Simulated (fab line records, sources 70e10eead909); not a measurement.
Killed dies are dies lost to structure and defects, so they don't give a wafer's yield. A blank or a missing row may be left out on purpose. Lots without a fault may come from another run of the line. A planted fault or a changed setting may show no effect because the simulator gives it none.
Chamber matching | flow nand_harc | NHARC_A_SGD_CUT_CMP_21 on cmp-03: 4 sister chambers
The step polishes, target thk 148.19 nm. 16 wafers are shown with their chamber, then 8 later ones without.

WAFERS WITH THEIR CHAMBER
wafer  | chamber | motor_current_A (A) | time_to_endpoint_s (s)
L919.2 | 3       | 13.2                | 53
L919.5 | 3       | 13.3                | 50
L919.6 | 2       | 10.9                | 48
L923.1 | 1       | 12.2                | 53
L923.2 | 2       | 11.6                | 46
L923.5 | 1       | 13.0                | 54
L924.2 | 2       | 10.7                | 47
L924.3 | 1       | 12.1                | 53
L924.6 | 3       | 13.3                | 49
L926.1 | 2       | 11.2                | 48
L926.3 | 3       | 13.1                | 54
L926.5 | 0       | 13.0                | 55
L929.3 | 2       | 11.4                | 46
L929.5 | 0       | 12.0                | 50
L929.6 | 3       | 13.7                | 52
L933.2 | 3       | 13.6                | 51

SIGNATURES (means of the wafers above)
reading            | chamber 0 | chamber 1 | chamber 2 | chamber 3 | scatter within a chamber
motor_current_A    | 12.500    | 12.433    | 11.160    | 13.367    | 0.386
time_to_endpoint_s | 52.50     | 53.33     | 47.00     | 51.50     | 1.7
Rule: a wafer's distance from a chamber is the root of the sum, over the readings, of the square of ((its reading less the chamber's mean) divided by the reading's scatter). The wafer belongs to the nearest chamber; if the next one is less than 2 further off, it can't be placed. The scatter: the root of (the sum of the squares of (reading less its chamber's mean) over the shown wafers, divided by (wafers less chambers)).

WAFERS WITHOUT THEIR CHAMBER
wafer  | motor_current_A (A) | time_to_endpoint_s (s)
L933.3 | 12.4                | 52
L933.6 | 11.1                | 44
L941.1 | 12.4                | 49
L941.3 | 11.8                | 48
L941.5 | 11.1                | 43
L942.2 | 13.2                | 51
L942.4 | 10.5                | 48
L942.6 | 13.1                | 54

WHICH CHAMBER EACH WENT THROUGH
wafer  | from the rows above               | in truth
L933.3 | can't be placed: 0 or 1           | 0
L933.6 | 2                                 | 2
L941.1 | can't be placed: 0 or 1 or 3 or 2 | 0
L941.3 | can't be placed: 2 or 0 or 1      | 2
L941.5 | 2                                 | 2
L942.2 | can't be placed: 3 or 0 or 1      | 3
L942.4 | 2                                 | 2
L942.6 | can't be placed: 3 or 1 or 0      | 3
Placed correctly: 3 of 8. Can't be placed from these rows: 5 (the true chamber is among the candidates in 5). Placed wrongly: 0.
